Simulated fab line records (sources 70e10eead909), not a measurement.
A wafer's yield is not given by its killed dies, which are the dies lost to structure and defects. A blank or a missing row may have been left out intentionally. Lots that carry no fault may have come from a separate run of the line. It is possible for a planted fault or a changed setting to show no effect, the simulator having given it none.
Chamber matching ; flow nand_harc ; rie_diel-11 running NHARC_A_BLC_ETCH_16: 4 sister chambers
The step etches the open film in CF4, target depth 39 nm, time 65 s. 18 wafers are shown with their chamber, then 9 later ones without.

WAFERS PAIRED WITH THEIR CHAMBERS
wafer;chamber;drypump_motor_current_A (A);oes_product_au (a.u.);rf_vpp_V (V)
L890.2;1;5.6;0.999;154.2
L890.4;0;5.5;0.990;151.7
L890.5;2;4.6;0.998;153.4
L891.3;2;4.7;1.001;152.3
L891.4;1;5.6;1.007;153.4
L891.6;3;5.6;1.002;152.3
L894.3;0;5.5;0.995;152.4
L894.4;1;5.6;0.999;152.5
L894.5;3;5.6;1.006;152.5
L893.1;1;5.7;1.005;153.2
L893.2;3;5.6;0.999;152.7
L893.4;2;4.7;1.006;151.7
L895.1;1;5.6;1.004;154.0
L895.5;3;5.6;0.997;153.8
L895.6;0;5.5;0.995;152.9
L898.3;1;5.6;0.996;150.5
L898.4;2;4.7;1.002;153.4
L898.6;2;4.6;0.996;150.9

SIGNATURES (averages over the wafers above)
reading;chamber 0;chamber 1;chamber 2;chamber 3;scatter within a chamber
drypump_motor_current_A;5.500;5.617;4.660;5.600;0.0381
oes_product_au;0.99333;1.00167;1.00060;1.00100;0.0039
rf_vpp_V;152.333;152.967;152.340;152.825;1.07
Rule: a wafer's distance from a chamber is the root of the sum, over the readings, of the square of ((its reading less the chamber's mean) divided by the reading's scatter). The wafer belongs to the nearest chamber; if the next one is less than 2 further off, it can't be placed. How the scatter is found: for the shown wafers, subtract from each reading the mean of its chamber, square and add these, divide the total by (wafers less chambers), then take the root.

WAFERS MISSING THEIR CHAMBER
wafer;drypump_motor_current_A (A);oes_product_au (a.u.);rf_vpp_V (V)
L900.1;4.6;1.001;153.2
L900.3;5.6;1.008;152.4
L900.6;5.6;1.008;151.6
L911.1;5.6;1.007;151.5
L911.4;5.5;1.011;153.5
L911.5;4.7;0.999;151.2
L913.1;5.5;1.011;152.2
L913.2;5.6;1.007;152.0
L913.4;4.6;1.000;151.8

THE CHAMBER EACH PASSED THROUGH
wafer;from the rows above;in truth
L900.1;2;2
L900.3;can't be placed: 1 or 3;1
L900.6;can't be placed: 1 or 3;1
L911.1;can't be placed: 3 or 1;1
L911.4;can't be placed: 3 or 1 or 0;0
L911.5;2;2
L913.1;can't be placed: 3 or 1 or 0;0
L913.2;can't be placed: 1 or 3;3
L913.4;2;2
3 of 9 placed correctly. These rows do not allow placing 6 (true chamber among the candidates in 6). Placed wrongly: 0.
